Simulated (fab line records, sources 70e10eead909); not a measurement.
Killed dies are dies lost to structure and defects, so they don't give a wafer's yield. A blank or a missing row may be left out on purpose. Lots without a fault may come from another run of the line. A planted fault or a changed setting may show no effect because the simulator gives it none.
Chamber matching | flow nand_harc | NHARC_A_M1_ETCH_35 on rie_diel-05: 4 sister chambers
The step etches the open film in N2/H2, target depth 40 nm, overetch 12 nm, time 43.94 s. 20 wafers are shown with their chamber, then 10 later ones without.

WAFERS WITH THEIR CHAMBER
wafer  | chamber | drypump_motor_current_A (A) | rf_vpp_V (V) | oes_product_au (a.u.)
L074.2 | 1       | 6.6                         | 433.9        | 1.006
L074.4 | 2       | 5.4                         | 429.4        | 0.997
L074.6 | 3       | 5.7                         | 430.8        | 0.983
L075.1 | 1       | 6.7                         | 434.3        | 1.000
L075.3 | 2       | 5.3                         | 430.1        | 0.989
L075.6 | 3       | 5.7                         | 431.4        | 0.973
L076.1 | 2       | 5.3                         | 429.3        | 1.002
L076.2 | 3       | 5.7                         | 429.9        | 0.984
L076.6 | 1       | 6.7                         | 435.1        | 1.006
L080.1 | 0       | 5.5                         | 432.9        | 1.002
L080.2 | 2       | 5.3                         | 430.2        | 0.984
L080.4 | 3       | 5.7                         | 430.1        | 0.973
L084.1 | 0       | 5.5                         | 432.4        | 1.005
L084.2 | 3       | 5.7                         | 432.2        | 0.980
L084.3 | 2       | 5.3                         | 429.8        | 0.981
L084.4 | 1       | 6.7                         | 435.9        | 1.005
L084.5 | 2       | 5.3                         | 429.6        | 0.982
L084.6 | 3       | 5.7                         | 431.4        | 0.984
L087.1 | 3       | 5.7                         | 430.5        | 0.972
L087.5 | 3       | 5.7                         | 431.4        | 0.977

SIGNATURES (means of the wafers above)
reading                 | chamber 0 | chamber 1 | chamber 2 | chamber 3 | scatter within a chamber
drypump_motor_current_A | 5.500     | 6.675     | 5.317     | 5.700     | 0.0315
rf_vpp_V                | 432.650   | 434.800   | 429.733   | 430.962   | 0.679
oes_product_au          | 1.00350   | 1.00425   | 0.98917   | 0.97825   | 0.00606
Rule: a wafer's distance from a chamber is the root of the sum, over the readings, of the square of ((its reading less the chamber's mean) divided by the reading's scatter). The wafer belongs to the nearest chamber; if the next one is less than 2 further off, it can't be placed. The scatter: the root of (the sum of the squares of (reading less its chamber's mean) over the shown wafers, divided by (wafers less chambers)).

WAFERS WITHOUT THEIR CHAMBER
wafer  | drypump_motor_current_A (A) | rf_vpp_V (V) | oes_product_au (a.u.)
L087.6 | 5.5                         | 433.7        | 0.991
L089.2 | 5.5                         | 431.8        | 0.978
L089.5 | 5.7                         | 430.1        | 0.983
L089.6 | 5.3                         | 428.4        | 0.996
L091.2 | 5.4                         | 428.6        | 0.994
L091.4 | 5.5                         | 433.3        | 0.985
L091.6 | 6.7                         | 435.5        | 1.009
L096.1 | 6.7                         | 434.0        | 0.998
L096.4 | 5.7                         | 430.2        | 0.991
L096.5 | 5.5                         | 434.7        | 0.997

WHICH CHAMBER EACH WENT THROUGH
wafer  | from the rows above | in truth
L087.6 | 0                   | 0
L089.2 | 0                   | 0
L089.5 | 3                   | 3
L089.6 | 2                   | 2
L091.2 | 2                   | 2
L091.4 | 0                   | 0
L091.6 | 1                   | 1
L096.1 | 1                   | 1
L096.4 | 3                   | 3
L096.5 | 0                   | 0
Placed correctly: 10 of 10. Can't be placed from these rows: 0. Placed wrongly: 0.
